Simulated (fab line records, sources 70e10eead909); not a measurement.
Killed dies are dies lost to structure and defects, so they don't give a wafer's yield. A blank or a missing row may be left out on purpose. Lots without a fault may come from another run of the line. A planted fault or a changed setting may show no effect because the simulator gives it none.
Problem report in the 8D (eight disciplines) form, filled by code | flow nand_harc | the parts of the form that need people (team, actions taken, sign-off) are left out

1. THE PROBLEM
heater_power_total_W at NHARC_P_GATE_PEB_57 reads a mean of 156.83 W on 6 wafers of 2 lots; wafers without a fault read 163.97 W with a standard deviation of 0.26. That is -27 standard deviations from the usual mean.
The step: peb time 85 s.
First seen on wafer L991.3, day 9 11:15, on litho_track-07. The record holds 36 wafers of 12 lots with a number at this step. Rule for "out", or "out of limits": more than 4 standard deviations from the usual mean. The other wafers with a number count as sound.

2. WHAT IT IS AND WHAT IT IS NOT
question                    | is                                 | is not
which readings at this step | heater_power_total_W, plate_temp_C | -
which lots                  | L991, L994                         | L102, L104, L105, L982, L984, L985, L995, L997, L998, L999
which wafers of those lots  | all that have a number             | -
read on which tools         | litho_track-07                     | litho_track-02, litho_track-05
when                        | from day 9 11:15                   | up to then (9 sound wafers); but 21 sound wafers of L102, L104, L105, L995, L997, L998, L999 came after

3. SUSPECTS, AND WHAT RULES EACH OUT
Counting: a tool at a process step up to the reading stays a suspect if it ran every lot that is out and no sound lot after the first of them.
- litho_track-07 at NHARC_P_GATE_PEB_57 (peb time 85 s): ruled out as a lasting fault. Sound lots L999, L102, L105 ran on it after its first lot that is out, L991 (day 9 11:15).
Left after counting: nothing in the record.

4. THE CAUSE (what the simulator had put in)
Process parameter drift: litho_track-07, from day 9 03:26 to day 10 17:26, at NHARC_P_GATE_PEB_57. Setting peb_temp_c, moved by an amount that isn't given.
Counting ruled it out, wrongly.

5. THE CHAIN OF EFFECTS, in route order
Each row: a reading whose mean over the struck wafers that have a number lies more than 3 standard deviations from the usual. Only readings for which the record gives a usual standard deviation are gone through. hours: the time from each lot's start at the first step in this table that gives one to its start at this step, as a median over the lots. sigmas: the change in usual standard deviations.
hours | step                | reading              | usual    | on struck wafers | change | sigmas
0     | NHARC_P_GATE_PEB_57 | heater_power_total_W | 163.97 W | 156.83           | -7.14  | -27
0     | NHARC_P_GATE_PEB_57 | plate_temp_C         | 117.99 C | 114.14           | -3.85  | -28
The process steps in it:
- NHARC_P_GATE_PEB_57: peb time 85 s.
Later measuring or inspecting steps at which every struck wafer that the step has a row for has a number for every such reading, and none has moved that far: NHARC_P_GATE_CD_MEAS_59.

6. WHAT WOULD HAVE CAUGHT IT SOONER
In this record the first reading out of limits was taken at day 9 11:15, 8 hours after the fault began at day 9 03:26.
